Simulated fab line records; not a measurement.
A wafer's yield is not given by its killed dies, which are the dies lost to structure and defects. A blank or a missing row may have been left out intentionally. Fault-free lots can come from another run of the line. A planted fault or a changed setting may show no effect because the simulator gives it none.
Comparing a struck lot with a sound one | flow n5Finfet | 38 out of 1938 route steps
Sound: these wafers, L914.2, L914.4, L914.5. Wafers L923.2, L923.3, L923.4 were the ones struck. The cause comes at the end.
At each step with rows: each side's tool, then ch and its chambers, then its first start. Under that, the readings that differ: sound wafers | struck wafers | difference of the means | sigmas: that difference in standard deviations of wafers without a fault.
alike: readings with means less than 2 such deviations apart, plus words and numbers identical on both sides. not compared: withheld readings, readings lacking a value on some wafer, bounds such as >300 that could conceal the same value, and numbers that have no deviation in the record and whose values overlap.
Wherever a step has rows on one side only, a row that says differs or no value, or a row with sigmas, the two part there. Non-overlapping numbers with no deviation appear without sigmas and do not part them. Lack of a reading on every wafer of one side parts them only where that side has two or more wafers.

first, 11 steps without rows for these wafers: N5_BEOL_M0_STRIP_104 (strips in N2/H2); N5_BEOL_M0_WET_ETCH_106 (etches SiO2 in DHF, target depth 130 nm, rinse time 30 s); N5_BEOL_M0_ETCH_128 (etches SiCN in CF4/N2, target depth 12 nm, overetch 5.1 nm, time 21.4 s); N5_BEOL_M0_TRENCH_ETCH_107 (etches SiOC in C4F6/O2, target depth 32.8 nm, time 16.4 s); N5_BEOL_M0_STRIP_142 (strips in N2/H2, time 10 s); N5_BEOL_M0_HM_STRIP_129 (strips TiN in peroxide tin strip, target depth 17 nm, time 108 s); N5_BEOL_M0_SRD_130 (time 30 s); N5_BEOL_M0_ETCH_109 (etches SiCN in CH3F/O2, target depth 8 nm, overetch 2.4 nm, time 27.4 s); N5_BEOL_M0_STRIP_139 (strips in post etch residue remover, time 60 s); N5_BEOL_M0_SRD_111 (time 30 s); N5_BEOL_M0_DEGAS_112 (time 60 s).
N5_BEOL_M0_PRE_CLEAN_113: time 30 s.
  sound on pvdSputter-03 at day 7 10:31; struck on pvdSputter-03 at day 9 14:33
  alike: heaterPowerW, susceptorTempC
then, 25 steps without rows for these wafers: N5_BEOL_M0_ALD_136 (deposits TaN, pulse time 2 s, purge time 3 s, co reactant purge time 2 s); N5_BEOL_M0_SURFACE_TREAT_137; N5_BEOL_M0_CVD_115 (deposits Co from CCTBA/H2, time 120 s); N5_BEOL_M0_SPUTTER_116 (material Cu, target thk 4 nm, time 7.37 s); N5_BEOL_M0_ANNEAL_117 (time 60 s); N5_BEOL_M0_SPUTTER_132 (material Cu, target thk 4 nm, time 7.37 s); N5_BEOL_M0_ANNEAL_133 (time 60 s); N5_BEOL_M0_SPUTTER_134 (material Cu, target thk 4 nm, time 7.37 s); N5_BEOL_M0_ANNEAL_135 (time 60 s); N5_BEOL_M0_SPUTTER_141 (material Cu, target thk 4 nm, time 7.37 s); N5_BEOL_M0_ECD_118 (material Cu, target thk 300 nm); N5_BEOL_M0_ANNEAL_119 (time 90 s); N5_BEOL_M0_CMP_120 (polishes, stops on SiOC, t overpolish 6.9 s); N5_BEOL_M0_PRE_CLEAN_131 (time 15 s); N5_BEOL_M0_CO_CAP_123 (material Co, precursor CCTBA/H2, target thk 2 nm, time 102.1 s); N5_BEOL_M0_PRE_CLEAN_124 (time 15 s); N5_BEOL_M0_DEP_125 (deposits SiCN from 3MS/NH3, target thk 8 nm, time 14 s); N5_BEOL_M1_ILD_DEP_00 (deposits SiOC from DEMS/O2, target thk 79 nm, time 15.3 s); N5_BEOL_M1_PECVD_72 (deposits SiO2 from TEOS/O2, target thk 16 nm, time 18 s); N5_BEOL_M1_HM_DEP_02 (deposits TiN, target thk 20 nm); N5_BEOL_M1_COAT_61 (time 60 s, resist thk 60 nm); N5_BEOL_M1_COAT_62 (time 60 s, resist thk 12 nm); N5_BEOL_M1_COAT_73 (time 60 s, resist thk 5 nm); N5_BEOL_M1_COAT_05 (resist thk 30 nm); N5_BEOL_M1_EBR_07.
-- record jumps: 7 days separate the struck wafers' starts on either side; left off in module BEOL_M1, taken up again in module PASSIVATION, whose first shown step is the route's number 1936 --
N5_PASSIVATION_PROBE_49:
  record: rows for the struck wafers here (prober-01, day 16 17:58), none for the sound ones

## WHERE THEY PART
Only at N5_PASSIVATION_PROBE_49, within this record.

WHY: whatever the simulator had introduced
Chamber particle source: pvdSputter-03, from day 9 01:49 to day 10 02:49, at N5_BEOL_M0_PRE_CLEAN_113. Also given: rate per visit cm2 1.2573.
